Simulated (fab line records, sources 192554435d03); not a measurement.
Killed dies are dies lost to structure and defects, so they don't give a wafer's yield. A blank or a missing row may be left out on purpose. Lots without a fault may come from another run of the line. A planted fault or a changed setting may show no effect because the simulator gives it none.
fab line records | flow n5_finfet
record lots=6 wafers=18 last_day=21
route steps=1938 shown BEOL_M1@778 BEOL_M4@1111 PASSIVATION@1936
lots that met no fault: from a run of the same line without faults
start_h: hours from the record's first day to the start of the lot's first wafer shown | wait_h: hours since the lot's step before | " the same as in the row above | L1.1+2: a row that stands for several wafers | - no value, or no start given | * or withheld: withheld | < > ~ a bound
route shown NAME@n: a module of which the file shows steps, and the number in the route of the first | usual: mean/standard deviation of fault-free wafers | same: alike in all rows | chamber/n: place in a boat | sites: the reading at each site | _std_site: their standard deviation | _edge_site: outer sites' mean less inner sites' | radius_mm: how far each site lies from the wafer's centre | mask NAME#n: copy n | behind: the tool/chamber that last shaped the wafer | hold: why the lot was held/for how many hours/how that ended | device: the transistor (n, p or np) that didn't switch | end of line: the same wafers' tests at the end of the route | a step without rows: its recipe alone | killed: dies lost to structure and defects at the first sort, not the wafer's yield | map: a wafer's dies, x killed, . not, _ none there
set.NAME: the setting as run; set.NAME@STEP: as run at that earlier step | model.NAME: the simulator's own value behind a step, which no gauge read
lots at some steps of the route; a table a step, a row a wafer
services: from which hour (start_h, from the record's first day; less than 0 if before it) a tool's chamber was out of use, for how many hours, and why
## steps
# step N5_BEOL_M1_COAT_68
# recipe resist=SiARC temp_c=220 time_s=60 spin_rpm=1500 resist_thk_nm=12
# step N5_BEOL_M1_COAT_76
# recipe resist=underlayer temp_c=205 time_s=60 spin_rpm=1500 resist_thk_nm=5
# step N5_BEOL_M1_COAT_22
# recipe resist=CAR-EUV spin_rpm=1500 resist_thk_nm=30
# step N5_BEOL_M1_EBR_24
# recipe solvent=PGMEA ebr_width_mm=1.5
# step N5_BEOL_M1_SOFTBAKE_23
# recipe temp_c=110 time_s=60 resist=CAR-EUV
# step N5_BEOL_M1_EXPOSE_25
# recipe mask_id=V0 na=0.33 source_shape=quasar sigma_inner=0.2 sigma_outer=0.8 polarization=unpolarized defocus_nm=5 target_cd_nm=24 dose_mj=63
# step N5_BEOL_M1_PEB_26
# recipe peb_temp_c=100 peb_time_s=60 resist=CAR-EUV
# step N5_BEOL_M1_DEVELOP_27
# recipe develop_time_s=30 developer=TMAH resist=CAR-EUV rinse_liquid=surfactant_rinse dry=air_spin dev_temp_c=23
# step N5_BEOL_M1_CD_MEAS_28
# recipe landing_energy_ev=500 detector=se_inlens target_cd_y_nm=23.3
# usual cd_nm=23.91/0.25
# same landing_energy_ev=500
# columns lot.wafer tool chamber start_h wait_h cd_nm
L210.1 cd_sem-02 0 142.06 - 23.91
L210.4 " 0 " " 23.50
L210.6 " 0 " " 24.22
L215.1 cd_sem-02 0 165.44 - 23.59
L215.2 " 0 " " 23.86
L215.5 " 0 " " 23.74
L219.1 cd_sem-01 0 196.55 - 24.06
L219.5 " 0 " " 24.05
L219.6 " 0 " " 23.96
L220.3 cd_sem-03 0 199.28 - 24.33
L220.4 " 0 " " 24.05
L220.5 " 0 " " 24.12
L226.1 cd_sem-01 0 237.11 - 23.40
L226.4 " 0 " " 24.00
L226.5 " 0 " " 24.06
L227.1 cd_sem-01 0 245.69 - 23.94
L227.5 " 0 " " 23.45
L227.6 " 0 " " 23.75
# step N5_BEOL_M1_OVL_MEAS_29
# recipe points_per_wafer=522
# usual V0_OVL=0.3/0.72
# columns lot.wafer tool chamber start_h wait_h V0_OVL[nm]
L210.1 overlay-02 0 142.09 0.0 0.6
L210.4 " 0 " " -0.2
L210.6 " 0 " " 0.1
L215.1 overlay-01 0 165.47 0.0 0.5
L215.2 " 0 " " 0.9
L215.5 " 0 " " -0.3
L219.1 overlay-01 0 196.58 0.0 1.1
L219.5 " 0 " " 1.3
L219.6 " 0 " " 1.1
L220.3 overlay-02 0 199.32 0.0 1.7
L220.4 " 0 " " -0.1
L220.5 " 0 " " 0.6
L226.1 overlay-02 0 237.14 0.0 -0.4
L226.4 " 0 " " 0.8
L226.5 " 0 " " -0.2
L227.1 overlay-01 0 245.72 0.0 0.3
L227.5 " 0 " " -0.5
L227.6 " 0 " " 0.6
# step N5_BEOL_M1_INSPECT_30
# recipe mode=adi inspect_instrument=brightfield
# usual raw_defect_count=424/100
# columns lot.wafer tool chamber start_h wait_h raw_defect_count
L210.1 defect_inspect-02 - 142.15 0.1 357
L210.4 " - " " 347
L210.6 " - " " 402
L215.1 defect_inspect-01 - 165.53 0.1 645
L215.2 " - " " 695
L215.5 " - " " 747
L219.1 defect_inspect-01 - 196.64 0.1 375
L219.5 " - " " 299
L219.6 " - " " 248
L220.3 defect_inspect-01 - 199.37 0.0 379
L220.4 " - " " 323
L220.5 " - " " 397
L226.1 defect_inspect-01 - 237.20 0.1 321
L226.4 " - " " 429
L226.5 " - " " 524
L227.1 defect_inspect-01 - 245.78 0.1 732
L227.5 " - " " 459
L227.6 " - " " 516
# step N5_BEOL_M1_DESCUM_33
# recipe chemistry=O2 time_s=7 source_power_w=50 bias_power_w=20 pressure_mtorr=20 rf_frequency_hz=2.712e+07 temp_c=40 resist=CAR-EUV o2_flow_sccm=225
# usual drypump_motor_current_A=5.6/0.43 oes_product_au=0.76/0.063 rf_vpp_V=243.1/1.6 showerhead_plenum_p_Torr=2.09/0.086 throttle_valve_pct=20.43/0.19
# columns lot.wafer tool chamber start_h wait_h drypump_motor_current_A oes_product_au rf_hours_counter_h rf_vpp_V showerhead_plenum_p_Torr throttle_valve_pct
L210.1 rie_diel-02 3 142.19 0.0 5.7 0.86 63 242.2 2.02 20.59
L210.4 " 1 " " 6.4 0.84 68 245.0 2.24 20.44
L210.6 " 3 " " 5.7 0.86 - 243.0 2.02 20.59
L215.1 rie_diel-05 3 165.56 0.0 5.7 0.73 162 241.2 1.99 20.22
L215.2 " 0 " " 5.0 0.72 163 241.9 2.01 20.63
L215.5 " 3 " " 5.7 0.72 - 241.8 1.99 20.21
L219.1 rie_diel-02 3 196.67 0.0 5.7 0.85 78 242.4 2.02 20.62
L219.5 " 3 " " 5.7 0.86 - 242.4 2.02 20.61
L219.6 " 2 " " 5.0 0.73 - 243.0 2.16 20.45
L220.3 rie_diel-05 0 199.40 0.0 5.0 0.71 180 241.9 2.00 20.65
L220.4 " 1 " " 5.6 0.71 208 246.3 2.13 20.37
L220.5 " 3 " " 5.7 0.72 - 241.4 1.99 20.23
L226.1 rie_diel-06 3 237.23 0.0 6.0 0.93 19 242.9 2.13 20.30
L226.4 " 2 " " 5.5 0.71 237 243.5 2.05 20.36
L226.5 " 0 " " 5.8 0.78 - 243.5 2.06 20.43
L227.1 rie_diel-05 0 245.81 0.0 5.0 0.71 193 242.9 2.00 20.68
L227.5 " 2 " " 6.1 0.76 - 243.3 2.18 20.32
L227.6 " 3 " " 5.7 0.72 - 241.2 1.98 20.26
# step N5_BEOL_M1_ETCH_77
# recipe chemistry=N2/H2 target=underlayer target_depth_a=65 mask_material=CAR-EUV time_s=5.2 ion_energy_ev=200 pressure_mtorr=30 source_w=840 bias_w=150 n2_flow_sccm=200 h2_flow_sccm=200 ends=cleared
# usual bias_w=150.0/0.43 chamber_pressure_mTorr=29.99/0.043 drypump_motor_current_A=5.6/0.43 etch_rf_on_time_s=5.25/0.17 oes_product_au=0.65/0.053 rf_vpp_V=524.2/2.9 showerhead_plenum_p_Torr=2.55/0.1 throttle_valve_pct=17.96/0.28
# columns lot.wafer tool chamber start_h wait_h bias_w chamber_pressure_mTorr drypump_motor_current_A etch_rf_on_time_s oes_product_au rf_hours_counter_h rf_vpp_V showerhead_plenum_p_Torr throttle_valve_pct model.CAR-EUV_of_BEOL_M1_COAT_22.thk_nm
L210.1 rie_diel-02 3 142.22 0.0 149.7 30.01 5.7 5.43 0.70 63 523.4 2.51 18.45 20.4
L210.4 " 1 " " 149.3 29.98 6.4 5.49 0.70 68 527.5 2.68 17.64 20.4
L210.6 " 3 " " 150.6 29.96 5.7 5.47 0.71 - 520.3 2.51 18.44 20.4
L215.1 rie_diel-05 3 165.59 0.0 150.0 29.99 5.8 5.14 0.64 162 520.3 2.44 17.79 20.4
L215.2 " 0 " " 150.0 30.02 5.0 5.26 0.62 163 520.3 2.42 17.91 20.8
L215.5 " 3 " " 150.5 30.01 5.8 5.21 0.64 - 521.4 2.44 17.76 20.4
L219.1 rie_diel-02 3 196.71 0.0 - - - - - - - - - 26.2
L219.5 " 3 " " - - - - - - - - - 26.2
L219.6 " 2 " " - - - - - - - - - 26.2
L220.3 rie_diel-05 0 199.44 0.0 - - - - - - - - - 26.2
L220.4 " 1 " " - - - - - - - - - 26.2
L220.5 " 3 " " - - - - - - - - - 26
L226.1 rie_diel-06 3 237.27 0.0 150.0 29.93 6.0 4.79 0.84 19 527.1 2.59 17.70 20.4
L226.4 " 2 " " 149.4 29.93 5.5 5.31 0.59 237 523.1 2.49 17.80 20.4
L226.5 " 0 " " 149.6 30.00 5.8 5.26 0.65 - 524.9 2.56 18.18 20.4
L227.1 rie_diel-05 0 245.85 0.0 150.2 30.00 5.0 5.30 0.61 193 521.6 2.41 17.96 20.4
L227.5 " 2 " " 150.2 30.06 6.1 5.07 0.66 - 527.2 2.68 18.07 20.4
L227.6 " 3 " " 149.7 29.95 5.7 5.11 0.63 - 521.3 2.43 17.83 20.4
# step N5_BEOL_M1_ETCH_69
# recipe chemistry=CF4 target=SiARC target_depth_a=156 mask_material=CAR-EUV time_s=26 ion_energy_ev=80 pressure_mtorr=40 source_w=545 bias_w=36 Ar_flow_sccm=100 cf4_flow_sccm=100 ends=cleared
# usual bias_w=36.00/0.12 cf4_flow_sccm=100.02/0.27 drypump_motor_current_A=5.6/0.43 etch_rf_on_time_s=26.3/0.81 oes_product_au=0.65/0.052 rf_vpp_V=184.1/1.3 showerhead_plenum_p_Torr=2.15/0.082 throttle_valve_pct=15.66/0.19
# columns lot.wafer tool chamber start_h wait_h bias_w cf4_flow_sccm drypump_motor_current_A etch_rf_on_time_s oes_product_au rf_hours_counter_h rf_vpp_V showerhead_plenum_p_Torr throttle_valve_pct
L210.1 rie_diel-02 3 142.24 0.0 35.67 100.19 5.7 27.7 0.71 63 183.5 2.09 15.79
L210.4 " 1 " " 35.98 99.97 6.4 27.7 0.69 68 185.9 2.26 15.48
L210.6 " 3 " " 35.73 100.35 5.7 27.6 0.71 - 184.6 2.09 15.78
L215.1 rie_diel-05 3 165.61 0.0 36.03 100.15 5.7 26.3 0.64 162 182.4 2.05 15.51
L215.2 " 0 " " 35.88 99.78 5.0 27.3 0.62 163 184.2 2.06 15.74
L215.5 " 3 " " 36.11 100.54 5.8 26.3 0.63 - 183.3 2.05 15.51
L219.1 rie_diel-02 3 196.72 0.0 36.21 99.30 5.7 26.9 0.70 78 183.2 2.08 15.83
L219.5 " 3 " " 36.09 99.64 5.7 27.2 0.69 - 183.3 2.08 15.82
L219.6 " 2 " " 35.92 100.05 5.0 27.3 0.60 - 185.2 2.20 15.65
L220.3 rie_diel-05 0 199.45 0.0 35.95 100.41 5.0 26.9 0.61 180 182.7 2.05 15.76
L220.4 " 1 " " 36.03 99.88 5.5 26.7 0.60 208 186.1 2.21 15.83
L220.5 " 3 " " 36.03 99.68 5.7 25.8 0.64 - 182.8 2.04 15.50
L226.1 rie_diel-06 3 237.28 0.0 36.23 100.21 6.0 24.5 0.82 19 184.7 2.18 15.43
L226.4 " 2 " " 35.72 99.98 5.5 26.7 0.59 237 183.9 2.13 15.71
L226.5 " 0 " " 36.11 100.21 5.8 26.8 0.65 - 183.8 2.14 15.80
L227.1 rie_diel-05 0 245.86 0.0 35.99 99.80 5.0 26.6 0.60 193 182.0 2.05 15.80
L227.5 " 2 " " 35.82 100.09 6.1 25.0 0.67 - 186.1 2.25 15.57
L227.6 " 3 " " 36.01 99.95 5.8 25.1 0.64 - 183.4 2.04 15.55
# step N5_BEOL_M1_ALD_98
# recipe material=SiO2 target_thk_a=25 temp_c=100 ald_precursor_family=BDEAS ald_co_reactant=O2-plasma pulse_time_s=1 co_reactant_pulse_time_s=1 purge_time_s=2 co_reactant_purge_time_s=2 ald_cycles=17 pressure_torr=2
# usual heater_power_w=75/8.7 precursor_pulse_height_rel=1.000/0.019 susceptor_temp_C=100.02/0.13
# same ald_cycles=17
# columns lot.wafer tool chamber start_h wait_h heater_power_w precursor_pulse_height_rel susceptor_temp_C
L210.1 ald_sin-02 2 142.32 0.1 72 1.015 100.07
L210.4 " 3 " " 75 1.003 99.97
L210.6 " 2 " " 73 1.028 100.28
L215.1 ald_sin-02 1 165.69 0.1 69 0.997 99.93
L215.2 " 2 " " 71 1.015 100.00
L215.5 " 0 " " 59 0.994 100.18
L219.1 ald_sin-01 2 196.81 0.1 81 0.967 100.16
L219.5 " 1 " " 85 0.982 100.14
L219.6 " 0 " " 68 1.018 99.89
L220.3 ald_sin-04 0 199.62 0.1 82 0.976 100.01
L220.4 " 1 " " 93 0.974 100.11
L220.5 " 0 " " 80 0.964 99.92
L226.1 ald_sin-01 1 237.36 0.1 84 1.001 100.08
L226.4 " 2 " " 81 0.989 99.90
L226.5 " 2 " " 83 0.976 100.07
L227.1 ald_sin-02 2 246.03 0.1 71 1.001 100.02
L227.5 " 1 " " 68 0.988 100.08
L227.6 " 2 " " 74 0.985 100.17
# step N5_BEOL_M1_ETCHBACK_99
# recipe chemistry=CHF3 target=SiO2 target_depth_a=50 time_s=10.4 source_w=215 bias_w=47 Ar_flow_sccm=200 CHF3_flow_sccm=12 ion_energy_ev=100 pressure_mtorr=30
# usual drypump_motor_current_A=5.6/0.43 oes_product_au=0.76/0.065 rf_vpp_V=244/6.9 showerhead_plenum_p_Torr=2.15/0.088 throttle_valve_pct=17.11/0.2
# columns lot.wafer tool chamber start_h wait_h drypump_motor_current_A oes_product_au rf_hours_counter_h rf_vpp_V showerhead_plenum_p_Torr throttle_valve_pct model.CAR-EUV_of_BEOL_M1_COAT_22.thk_nm
L210.1 rie_diel-06 1 174.73 32.4 5.5 0.83 75 242 2.24 16.64 10.6
L210.4 " 2 " " 5.5 0.70 - 238 2.15 17.12 10.4
L210.6 " 0 " " 5.8 0.76 - 248 2.16 17.25 10.6
L215.1 rie_diel-05 3 197.30 31.6 5.7 0.74 171 242 2.06 17.00 10.6
L215.2 " 0 " " 5.0 0.71 179 249 2.05 17.15 10.8
L215.5 " 0 " " 5.0 0.72 - 252 2.05 17.18 10.6
L219.1 rie_diel-05 0 203.84 7.0 5.0 0.72 181 249 2.05 17.18 16.2
L219.5 " 0 " " 5.0 0.72 - 250 2.05 17.17 16.2
L219.6 " 1 " " 5.6 0.71 - 235 2.23 17.35 16.2
L220.3 rie_diel-02 2 224.83 25.2 5.0 0.70 222 239 2.20 17.03 16.2
L220.4 " 0 " " 4.8 0.70 246 245 2.01 17.48 16.2
L220.5 " 3 " " 5.7 0.82 - 260 2.07 17.21 16
L226.1 rie_diel-05 2 254.55 17.1 6.1 0.77 145 239 2.26 17.05 10.4
L226.4 " 1 " " 5.6 0.70 223 236 2.23 17.34 10.6
L226.5 " 3 " " 5.7 0.73 - 243 2.05 17.01 10.6
L227.1 rie_diel-05 1 259.09 13.0 5.6 0.70 224 235 2.23 17.37 10.6
L227.5 " 3 " " 5.8 0.73 - 242 2.05 17.01 10.4
L227.6 " 0 " " 5.0 0.71 - 251 2.04 17.20 10.4
# step N5_BEOL_M1_ETCH_70
# recipe chemistry=N2/H2 target=SOC target_depth_a=800 overetch_a=160 mask_material=SiARC temp_c=40 time_s=120 ion_energy_ev=200 pressure_mtorr=30 source_w=840 bias_w=150 n2_flow_sccm=200 h2_flow_sccm=200
# usual bias_w=150.0/0.46 chamber_pressure_mTorr=30.000/0.026 drypump_motor_current_A=5.6/0.43 oes_product_au=0.58/0.046 rf_vpp_V=524/3 showerhead_plenum_p_Torr=2.54/0.1 throttle_valve_pct=17.91/0.27
# columns lot.wafer tool chamber start_h wait_h bias_w chamber_pressure_mTorr drypump_motor_current_A oes_product_au rf_hours_counter_h rf_vpp_V showerhead_plenum_p_Torr throttle_valve_pct
L210.1 rie_diel-06 1 174.77 0.0 150.2 29.968 5.6 0.64 75 529 2.66 17.35
L210.4 " 2 " " 150.5 29.959 5.6 0.55 - 524 2.50 17.75
L210.6 " 0 " " 150.9 30.063 5.8 0.60 - 523 2.57 18.12
L215.1 rie_diel-05 3 197.33 0.0 150.7 29.980 5.7 0.57 171 520 2.44 17.74
L215.2 " 0 " " 151.0 29.991 5.0 0.55 179 520 2.42 17.87
L215.5 " 0 " " 150.4 29.992 5.0 0.56 - 522 2.42 17.89
L219.1 rie_diel-05 0 203.88 0.0 149.4 29.984 5.0 0.55 181 522 2.42 17.90
L219.5 " 0 " " 149.4 29.981 5.0 0.56 - 521 2.42 17.89
L219.6 " 1 " " 150.5 29.958 5.6 0.55 - 527 2.64 18.11
L220.3 rie_diel-02 2 224.87 0.0 149.5 30.015 5.1 0.55 222 527 2.62 17.88
L220.4 " 0 " " 149.7 30.048 4.8 0.53 246 518 2.38 18.29
L220.5 " 3 " " 149.9 29.952 5.7 0.63 - 521 2.50 18.48
L226.1 rie_diel-05 2 254.59 0.0 149.4 29.987 6.1 0.58 145 526 2.68 18.00
L226.4 " 1 " " 150.0 30.013 5.5 0.55 223 525 2.63 18.11
L226.5 " 3 " " 149.5 30.027 5.7 0.56 - 520 2.43 17.77
L227.1 rie_diel-05 1 259.13 0.0 150.5 29.982 5.6 0.54 224 526 2.63 18.12
L227.5 " 3 " " 149.7 29.968 5.7 0.56 - 520 2.43 17.79
L227.6 " 0 " " 149.6 29.996 5.0 0.55 - 521 2.41 17.94
# step N5_BEOL_M4_RC_MEAS_101
# usual DIBL_N=36.1/2.3 DIBL_P=36/3.2 IOFF_N=0.16/0.045 IOFF_P=0.21/0.049 ION_N=674/14 ION_P=462/8.4 SS_N=71.6/0.83 SS_P=73.2/0.87 VT_N=249/3.8 VT_P=-250/3.4
# columns lot.wafer tool chamber start_h wait_h DIBL_N[mV/V] DIBL_P[mV/V] IOFF_N[nA/um] IOFF_P[nA/um] ION_N[uA/um] ION_P[uA/um] SS_N[mV/dec] SS_P[mV/dec] VT_N[mV] VT_P[mV]
L210.1 prober-01 0 259.92 0.0 38.4 42 0.23 0.32 695 476 71.7 74.3 243 -244
L210.4 " 0 " " 33.2 34 0.12 0.17 682 471 70.8 72.6 252 -250
L210.6 " 0 " " 40.3 43 0.27 0.34 689 469 72.4 74.6 239 -244
L215.1 prober-02 0 286.55 0.0 33.5 32 0.11 0.14 664 453 70.6 72.3 254 -257
L215.2 " 0 " " 39.3 38 0.19 0.22 673 456 73.2 73.2 249 -252
L215.5 " 0 " " 37.1 37 0.16 0.20 669 461 71.9 73.6 250 -252
L219.1 prober-02 0 297.13 0.0 32.9 32 0.10 0.15 648 454 70.0 72.0 254 -256
L219.5 " 0 " " 35.3 35 0.13 0.18 676 466 71.2 72.4 253 -250
L219.6 " 0 " " 38.4 37 0.19 0.23 682 469 71.9 73.2 249 -250
L220.3 prober-02 0 345.12 0.3 35.7 35 0.15 0.21 677 469 71.4 73.9 248 -246
L220.4 " 0 " " 35.0 34 0.14 0.19 658 451 71.9 72.7 248 -251
L220.5 " 0 " " 35.6 35 0.14 0.22 662 462 72.0 74.3 248 -250
L227.1 prober-02 0 358.67 0.0 37.4 39 0.19 0.23 695 472 72.0 74.2 244 -251
L227.5 " 0 " " 40.1 41 0.24 0.29 685 475 72.7 74.1 244 -246
L227.6 " 0 " " 37.9 39 0.18 0.22 685 469 72.5 73.3 247 -252
L226.1 prober-01 0 388.33 0.0 35.1 37 0.15 0.22 677 463 71.2 73.7 249 -249
L226.4 " 0 " " 32.4 34 0.12 0.17 653 453 70.1 72.3 256 -253
L226.5 " 0 " " 35.5 37 0.16 0.21 679 464 70.7 73.4 251 -249
# step N5_PASSIVATION_PROBE_49
# usual defect_limited_yield=90.9/1.6 killed_at_M0_to_M3=37/11 killed_at_M4_up=15/5.6 killed_at_contacts=13/6.4 killed_at_front_end=39/11 killed_at_other=4/3.1 killed_dies=107/19 killed_open=71/14 killed_short=34/7.8 sort_bin_4_leakage=0.01/0.053 sort_bin_5_function=5.3/1 sort_bin_6_memory=3.4/0.72 sort_n_pass=1072/20 sort_yield_pct=90.9/1.7
# same gross_dies=1180 killed_at_back_side=0 sort_bin_8_speed[%]=0
# columns lot.wafer tool chamber start_h wait_h defect_limited_yield[%] killed_at_M0_to_M3 killed_at_M4_up killed_at_contacts killed_at_front_end killed_at_other killed_dies killed_open killed_short sort_bin_4_leakage[%] sort_bin_5_function[%] sort_bin_6_memory[%] sort_n_pass sort_yield_pct[%]
L219.1 prober-02 - 429.14 0.0 91.4 38 10 9 43 2 102 76 23 0 4.8 3.7 1078 91.4
L219.5 prober-02 - 429.34 0.2 90.7 32 19 19 33 7 110 64 45 0 6.1 3.1 1070 90.7
L219.6 prober-02 - 429.39 0.3 93.1 31 6 17 24 4 82 52 29 0 3.6 3.2 1098 93.1
L220.4 prober-01 - 468.08 0.2 91.9 45 9 16 24 2 96 58 35 0 4.2 3.7 1084 91.9
L220.5 prober-01 - 468.13 0.2 89.5 58 7 27 24 8 124 84 38 0 6.4 4.0 1056 89.5
L226.1 prober-02 - 494.83 0.0 89.4 40 19 17 44 5 125 94 31 0 6.4 3.7 1055 89.4
L226.4 prober-02 - 494.98 0.2 89.9 28 15 21 54 1 119 90 27 0 5.8 4.1 1061 89.9
L226.5 prober-02 - 495.03 0.2 88.2 37 26 24 50 2 139 92 46 0 7.3 4.0 1041 88.2
# killed by level:class
L219.1 FIN_SAQP:geometric_particle:open=18 STI_FIN_REVEAL:geometric_particle:open=8 MOL_CONTACT_COAG:geometric_particle:open=8 BEOL_M3:geometric_particle:open=8 BEOL_M4:geometric_particle:open=6 BEOL_M0_SAQP:geometric_particle:short=6 BEOL_M2:geometric_particle:open=5 FIN_SAQP:geometric_particle:short=4
L219.5 MOL_CONTACT_COAG:geometric_particle:open=16 BEOL_M4:geometric_particle:open=12 FIN_SAQP:geometric_particle:short=9 BEOL_M3:geometric_particle:open=8 FIN_SAQP:geometric_particle:open=5 BEOL_M0_SAQP:geometric_particle:open=5 STARTING-WAFER:geometric_particle:short=5 STARTING-WAFER:geometric_particle:open=4
L219.6 MOL_CONTACT_COAG:geometric_particle:open=14 FIN_SAQP:geometric_particle:short=9 BEOL_M1:geometric_particle:open=9 FIN_SAQP:geometric_particle:open=7 BEOL_M3:geometric_particle:open=5 BEOL_M1:geometric_particle:short=4 MOL_CONTACT_COAG:geometric_particle:short=3 BEOL_M0_SAQP:geometric_particle:short=3
L220.4 BEOL_M0_SAQP:geometric_particle:open=13 BEOL_M0_SAQP:geometric_particle:short=12 MOL_CONTACT_COAG:geometric_particle:open=11 GATE_CUT:geometric_particle:short=6 BEOL_M3:geometric_particle:open=6 STI_FIN_REVEAL:geometric_particle:open=5 MOL_CONTACT_COAG:geometric_particle:short=4 BEOL_M1:geometric_particle:open=4
L220.5 BEOL_M0_SAQP:geometric_particle:open=23 MOL_CONTACT_COAG:geometric_particle:open=21 BEOL_M1:geometric_particle:open=11 BEOL_M3:geometric_particle:open=10 BEOL_M0_SAQP:geometric_particle:short=8 MIM_TOP:geometric_particle:short=7 STI_FIN_REVEAL:geometric_particle:open=6 GATE_CUT:geometric_particle:short=5
L226.1 STI_FIN_REVEAL:geometric_particle:open=16 MOL_CONTACT_COAG:geometric_particle:open=14 BEOL_M0_SAQP:geometric_particle:open=11 BEOL_M4:geometric_particle:open=11 BEOL_M0_SAQP:geometric_particle:short=8 DUMMY_GATE:geometric_particle:open=7 BEOL_M2:geometric_particle:open=7 FIN_SAQP:geometric_particle:open=6
L226.4 MOL_CONTACT_COAG:geometric_particle:open=20 FIN_SAQP:geometric_particle:open=18 DUMMY_GATE:geometric_particle:open=9 BEOL_M4:geometric_particle:open=9 FIN_SAQP:geometric_particle:short=7 STI_FIN_REVEAL:geometric_particle:open=7 STI_FIN_REVEAL:geometric_particle:short=5 BEOL_M0_SAQP:geometric_particle:open=5
L226.5 MOL_CONTACT_COAG:geometric_particle:open=18 FIN_SAQP:geometric_particle:short=11 STI_FIN_REVEAL:geometric_particle:open=11 BEOL_M4:geometric_particle:open=8 BEOL_M0_SAQP:geometric_particle:short=7 BEOL_M0_SAQP:geometric_particle:open=7 BEOL_M3:geometric_particle:open=7 FIN_SAQP:geometric_particle:open=6
## services
# columns tool chamber start_h hours kind
ald_sin-04 3 122.15 16.0 repair
rie_diel-06 3 141.41 1.3 repair
rie_diel-06 3 156.83 2.9 repair
rie_diel-06 3 159.87 - clean
rie_diel-06 3 159.87 - consumable_replace:focus_ring
rie_diel-06 3 159.87 22.0 scheduled_down
rie_diel-06 3 159.87 22.0 vent_cycle
rie_diel-02 - 169.40 14.6 pm
ald_sin-04 0 172.52 3.1 repair
rie_diel-05 3 183.44 8.8 repair
rie_diel-02 - 192.18 1.3 repair
ald_sin-02 - 201.27 1.3 repair
rie_diel-02 2 210.62 5.7 repair
rie_diel-06 0 211.17 17.1 repair
rie_diel-05 3 216.50 6.9 repair
ald_sin-01 2 222.13 4.4 repair
rie_diel-02 0 239.75 - clean
rie_diel-02 0 239.75 - consumable_replace:focus_ring
rie_diel-02 0 239.75 - consumable_replace:showerhead
rie_diel-02 0 239.75 23.9 scheduled_down
rie_diel-02 0 239.75 23.9 vent_cycle
rie_diel-06 - 246.41 0.3 repair
## key
first_sign step=N5_BEOL_M1_ETCH_77 reading=tool_record direction=missing
effect none on later readings
model_effect step=N5_BEOL_M1_ETCH_77 value=CAR-EUV_of_BEOL_M1_COAT_22.thk_nm without=20.47 struck=26.17
model_effect step=N5_BEOL_M1_ETCHBACK_99 value=CAR-EUV_of_BEOL_M1_COAT_22.thk_nm without=10.5 struck=16.17
met_at N5_BEOL_M1_ETCH_77
struck_wafers L219.1,L219.5,L219.6,L220.3,L220.4,L220.5
rows_end L220.3
onset_between 165.59 196.71
earlier_fault kind=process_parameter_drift tool=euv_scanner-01 chamber=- onset_h=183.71 steps=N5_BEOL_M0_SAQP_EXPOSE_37 channel=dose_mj offset=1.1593 shape=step acts_in=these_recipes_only stated=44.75
fault kind=skipped_step_whole tool=rie_diel-02,rie_diel-05 chamber=- onset_h=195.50 steps=N5_BEOL_M1_ETCH_77 scope=struck_lots_only
# rows_end: these wafers met a further fault down the route, and their rows from its step on are left out
